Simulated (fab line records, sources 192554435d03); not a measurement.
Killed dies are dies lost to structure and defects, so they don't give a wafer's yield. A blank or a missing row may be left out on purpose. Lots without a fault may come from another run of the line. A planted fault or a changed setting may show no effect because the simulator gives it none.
A struck lot beside a sound one | flow n5_finfet | 19 steps out of a route of 1938
Sound: wafers L274.1, L274.3, L274.6. Struck: wafers L271.2, L271.4, L271.5. The cause comes at the end.
At each step with rows: each side's tool, then ch and its chambers, then its first start. Under that, the readings that differ: sound wafers | struck wafers | difference of the means | sigmas: that difference in standard deviations of wafers without a fault.
alike: readings whose means differ by less than 2 such deviations, and words and numbers that are the same on both sides. not compared: withheld readings, readings that some wafer has no value for, bounds like >300 that may hide the same value, and numbers for which the record gives no deviation and whose values overlap.
The two part at a step that has a row with sigmas, a row that says differs or no value, or rows on one side only. Numbers that don't overlap but have no deviation are shown without sigmas and don't part them. A reading that every wafer of one side lacks parts them only if that side has two wafers or more.

first, 7 steps without rows for these wafers: N5_BEOL_M10_COAT_60 (time 60 s, resist thk 30 nm); N5_BEOL_M10_COAT_05 (resist thk 90 nm); N5_BEOL_M10_EBR_07; N5_BEOL_M10_SOFTBAKE_06 (time 60 s); N5_BEOL_M10_EXPOSE_08 (exposes mask M10); N5_BEOL_M10_PEB_09 (peb time 60 s); N5_BEOL_M10_DEVELOP_10 (develop time 30 s).
N5_BEOL_M10_CD_MEAS_11: target cd 64.1 nm.
  sound on cd_sem-02 ch 0, day 15 00:31; struck on cd_sem-01 ch 0, day 14 19:07
  alike: cd_nm
N5_BEOL_M10_OVL_MEAS_12:
  sound on overlay-01 ch 0, day 15 00:32; struck on overlay-02 ch 0, day 14 19:09
  alike: M10_OVL
N5_BEOL_M10_INSPECT_13: inspects for defects (brightfield).
  sound on defect_inspect-02, day 15 00:34; struck on defect_inspect-01, day 14 19:10
  alike: raw_defect_count
N5_BEOL_M10_DESCUM_16: chemistry O2, time 7.9 s.
  sound on rie_diel-02 ch 0,2, day 15 00:35; struck on rie_diel-02 ch 0,1,3, day 14 19:13
  alike: drypump_motor_current_A, oes_product_au, rf_vpp_V, showerhead_plenum_p_Torr, throttle_valve_pct
  not compared: rf_hours_counter_h
N5_BEOL_M10_ETCH_61: etches SiARC in CF4, target depth 39 nm, time 65 s.
  sound on rie_diel-02 ch 0,2, day 15 00:38; struck on rie_diel-02 ch 0,1,3, day 14 19:14
  alike: bias_w, cf4_flow_sccm, drypump_motor_current_A, etch_rf_on_time_s, oes_product_au, rf_vpp_V, showerhead_plenum_p_Torr, throttle_valve_pct
  not compared: rf_hours_counter_h
N5_BEOL_M10_ETCH_62: etches SOC in N2/H2, target depth 110 nm, overetch 22 nm, time 165 s.
  sound on rie_diel-02 ch 0,2, day 15 00:41; struck on rie_diel-02 ch 0,1,3, day 14 19:17
  no value came back on the struck wafers for any of 8 readings (bias_w (W), chamber_pressure_mTorr (mTorr) and others); on the sound wafers bias_w (W) reads 149.5 149.7 150.0
  reading                                       | sound          | struck         | difference | sigmas
  model.CAR-ArF_of_BEOL_M10_COAT_05.thk_nm (nm) | 0 0 0          | 55.8 55.8 55.6 | +55.7      |
  model.SiARC_of_BEOL_M10_COAT_60.thk_nm (nm)   | 23.6 23.8 23.6 | 30 30 30       | +6         |
  not compared: rf_hours_counter_h
then, 1 step without rows for these wafers: N5_BEOL_M10_STRIP_68 (strips in N2/H2).
N5_BEOL_M10_STRIP_67: strips in CF4.
  sound on rie_diel-02 ch 0,2, day 15 00:49; struck on rie_diel-02 ch 0,1,3, day 14 19:26
  alike: drypump_motor_current_A, oes_product_au, rf_vpp_V, showerhead_plenum_p_Torr, throttle_valve_pct
  not compared: rf_hours_counter_h
N5_BEOL_M10_HM_OPEN_17: chemistry Cl2/BCl3, target TiN, target depth 20 nm, overetch 6 nm.
  sound on rie_metal-02 ch 0,1, day 15 00:52; struck on rie_metal-02 ch 0,1, day 14 19:29
  reading                | sound             | struck            | difference | sigmas
  oes_product_au (a.u.)  | 0.76 0.76 0.80    | 0.34 0.34 0.35    | -0.43      | -7
  throttle_valve_pct (%) | 21.97 21.95 22.16 | 22.59 22.59 22.79 | +0.63      | +5
  alike: drypump_motor_current_A
  not compared: rf_hours_counter_h
N5_BEOL_M10_STRIP_19: strips in O2.
  sound on rie_diel-04 ch 0,2,3, day 15 00:59; struck on rie_diel-02 ch 1,3, day 14 19:35
  alike: drypump_motor_current_A, oes_product_au, rf_vpp_V, showerhead_plenum_p_Torr, throttle_valve_pct
  not compared: rf_hours_counter_h
N5_BEOL_M10_CD_MEAS_18: pitch 140 nm, target cd 70 nm.
  sound on cd_sem-03, day 15 01:04; struck on cd_sem-01, day 14 19:40
  reading    | sound          | struck | difference                    | sigmas
  cd_nm (nm) | 69.9 70.0 70.6 | - - -  | no value on the struck wafers |
then, 1 step without rows for these wafers: N5_BEOL_M10_COAT_63 (time 60 s, resist thk 100 nm).

WHERE THEY PART
First at N5_BEOL_M10_ETCH_62; last, within this record, at N5_BEOL_M10_CD_MEAS_18.

WHY: what the simulator had put in
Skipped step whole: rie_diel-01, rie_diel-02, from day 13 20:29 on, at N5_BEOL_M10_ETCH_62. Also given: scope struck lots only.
